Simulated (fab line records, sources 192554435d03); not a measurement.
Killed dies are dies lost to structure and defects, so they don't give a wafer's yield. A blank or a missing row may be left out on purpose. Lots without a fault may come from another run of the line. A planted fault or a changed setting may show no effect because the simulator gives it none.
Split-lot experiment | flow n5_finfet | 7 lots, 21 wafers read, on a route of 1938 steps

THE SPLIT
At N5_BEOL_M5_COAT_22 (resist thk 30 nm), the setting spin_rpm was moved away from the recipe's 1500 rpm on 4 of the 21 wafers read, by +6.1% to +11.0%. The other wafers ran this setting at the recipe's value.

FROM THE SPLIT TO THE READING: what the file shows between them, 6 steps
- N5_BEOL_M5_EBR_24
- N5_BEOL_M5_SOFTBAKE_23: time 60 s
- N5_BEOL_M5_EXPOSE_25: exposes mask V4, defocus 10 nm
- N5_BEOL_M5_PEB_26: peb time 60 s
- N5_BEOL_M5_DEVELOP_27: develop time 30 s
- N5_BEOL_M5_DESCUM_33: chemistry O2, time 7 s

THE READING
CAR-EUV_of_BEOL_M5_COAT_22.thk_nm (the simulator's own value, which no gauge read), in nm, at N5_BEOL_M5_ETCH_75 (etches underlayer in N2/H2, target depth 6.5 nm, time 5.2 s). The file gives no usual value for it. The 17 wafers here that ran the recipe average 20.3 nm, standard deviation 0.098 nm.

wafer  | tool, chamber at the split | spin_rpm as run, rpm | against the recipe | CAR-EUV_of_BEOL_M5_COAT_22.thk_nm, nm | against lot-mates on the recipe
L074.1 | litho_track-04, 0          | 1500                 | recipe             | 20.4                                  | -
L074.5 | litho_track-04, 0          | 1592                 | +6.1%              | 19.6                                  | -0.8
L074.6 | litho_track-04, 0          | 1592                 | +6.1%              | 19.6                                  | -0.8
L075.1 | litho_track-04, 0          | 1500                 | recipe             | 20.4                                  | -
L075.4 | litho_track-04, 0          | 1500                 | recipe             | 20.4                                  | -
L075.5 | litho_track-04, 0          | 1500                 | recipe             | 20.4                                  | -
L080.3 | litho_track-04, 0          | 1665                 | +11.0%             | 18.8                                  | -1.4
L080.4 | litho_track-04, 0          | 1665                 | +11.0%             | 18.8                                  | -1.4
L080.6 | litho_track-04, 0          | 1500                 | recipe             | 20.2                                  | -
L085.2 | litho_track-01, 0          | 1500                 | recipe             | 20.2                                  | -
L085.3 | litho_track-01, 0          | 1500                 | recipe             | 20.2                                  | -
L085.6 | litho_track-01, 0          | 1500                 | recipe             | 20.2                                  | -
L086.1 | litho_track-04, 0          | 1500                 | recipe             | 20.2                                  | -
L086.2 | litho_track-04, 0          | 1500                 | recipe             | 20.4                                  | -
L086.4 | litho_track-04, 0          | 1500                 | recipe             | 20.4                                  | -
L088.2 | litho_track-01, 0          | 1500                 | recipe             | 20.4                                  | -
L088.4 | litho_track-01, 0          | 1500                 | recipe             | 20.2                                  | -
L088.5 | litho_track-01, 0          | 1500                 | recipe             | 20.2                                  | -
L092.3 | litho_track-04, 0          | 1500                 | recipe             | 20.2                                  | -
L092.4 | litho_track-04, 0          | 1500                 | recipe             | 20.2                                  | -
L092.6 | litho_track-04, 0          | 1500                 | recipe             | 20.2                                  | -

THE FIT
A straight line over all 21 wafers: CAR-EUV_of_BEOL_M5_COAT_22.thk_nm changes by -0.13 nm for each +1% of spin_rpm; r = -0.98; the points scatter about the line by 0.1 nm.
The same after taking each lot's own level away (the mean of its wafers on the recipe; 21 wafers): -0.128 nm for each +1%; r = -0.99; scatter 0.053 nm.
On that fit, the largest move of spin_rpm shifts the reading by 1.4 nm.
The lots' own levels span 20.20 to 20.40 nm, that is 2.0 times the standard deviation above.
So the lot-to-lot level changes the slope little: the two slopes agree.
Check: with one of the wafers moved furthest among these (+11.0%) left out of the fit, the line predicts -1.41 nm for it against its lot-mates. It came out at -1.4 nm against them.

OTHER SPLITS ON THESE WAFERS
These wafers also went through other splits before the reading. Each is held against what the fit with the lots' levels taken away leaves over:
other split on the same wafers | wafers away from the commonest value | r with CAR-EUV_of_BEOL_M5_COAT_22.thk_nm (lot level and that fit taken away)
N5_BEOL_M3_COAT_73 spin_rpm    | 4                                    | +0.03
N5_BEOL_M4_EXPOSE_25 dose_mj   | 5                                    | -0.17
N5_BEOL_M5_COAT_66 spin_rpm    | 4                                    | -0.14

THE WHOLE CHAIN: every reading that the file lists as answering this split, in the file's order
step                  | what it does                                                | reading                                                                            | change (the file's fit)               | r (the file's)
N5_BEOL_M5_COAT_22    | resist thk 30 nm                                            | CAR-EUV_of_BEOL_M5_COAT_22.thk_nm (the simulator's own value, which no gauge read) | -0.142 nm for each +1% of the setting | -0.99
N5_BEOL_M5_DEVELOP_27 | develop time 30 s                                           | CAR-EUV_of_BEOL_M5_COAT_22.thk_nm (the simulator's own value, which no gauge read) | -0.149 nm for each +1% of the setting | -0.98
N5_BEOL_M5_ETCH_75    | etches underlayer in N2/H2, target depth 6.5 nm, time 5.2 s | CAR-EUV_of_BEOL_M5_COAT_22.thk_nm (the simulator's own value, which no gauge read) | -0.128 nm for each +1% of the setting | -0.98

THE FILE'S OWN FIT
CAR-EUV_of_BEOL_M5_COAT_22.thk_nm changes by -0.128 nm for each +1% of spin_rpm, r = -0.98.
